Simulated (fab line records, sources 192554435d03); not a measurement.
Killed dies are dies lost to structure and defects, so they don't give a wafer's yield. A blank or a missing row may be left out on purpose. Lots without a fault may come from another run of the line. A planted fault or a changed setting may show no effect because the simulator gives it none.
Chamber matching | flow n5_finfet | N5_BEOL_M9_ETCH_66 on rie_diel-06: 4 sister chambers
The step etches SOC in N2/H2, target depth 80 nm, overetch 16 nm, time 120 s. 4 wafers are shown with their chamber, then 9 later ones without.

WAFERS WITH THEIR CHAMBER
wafer  | chamber | showerhead_plenum_p_Torr (Torr)
L083.2 | 2       | 2.35
L084.1 | 3       | 2.51
L084.4 | 1       | 2.54
L084.6 | 0       | 2.48

WAFERS WITHOUT THEIR CHAMBER
wafer  | showerhead_plenum_p_Torr (Torr)
L093.3 | 2.47
L093.4 | 2.50
L093.6 | 2.47
L090.1 | 2.47
L090.3 | 2.54
L090.5 | 2.50
L094.4 | 2.35
L094.5 | 2.53
L094.6 | 2.47

WHICH CHAMBER EACH WENT THROUGH
wafer  | from the rows above     | in truth
L093.3 | 0                       | 0
L093.4 | can't be placed: 3 or 0 | 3
L093.6 | 0                       | 0
L090.1 | 0                       | 0
L090.3 | 1                       | 1
L090.5 | can't be placed: 3 or 0 | 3
L094.4 | 2                       | 2
L094.5 | can't be placed: 1 or 3 | 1
L094.6 | 0                       | 0
Placed correctly: 6 of 9. Can't be placed from these rows: 3 (the true chamber is among the candidates in 3). Placed wrongly: 0.
How it was worked out, from the rows above alone: a wafer's distance from a chamber is the root of the sum, over the readings, of the square of ((its reading less the chamber's mean) divided by the reading's scatter). The wafer belongs to the nearest chamber; if the next one is less than 2 further off, it can't be placed. A chamber's mean is the mean of its shown wafers. The scatter: with one shown wafer a chamber, the root of the mean of the squares of how far each hidden wafer lies from its nearest shown one.
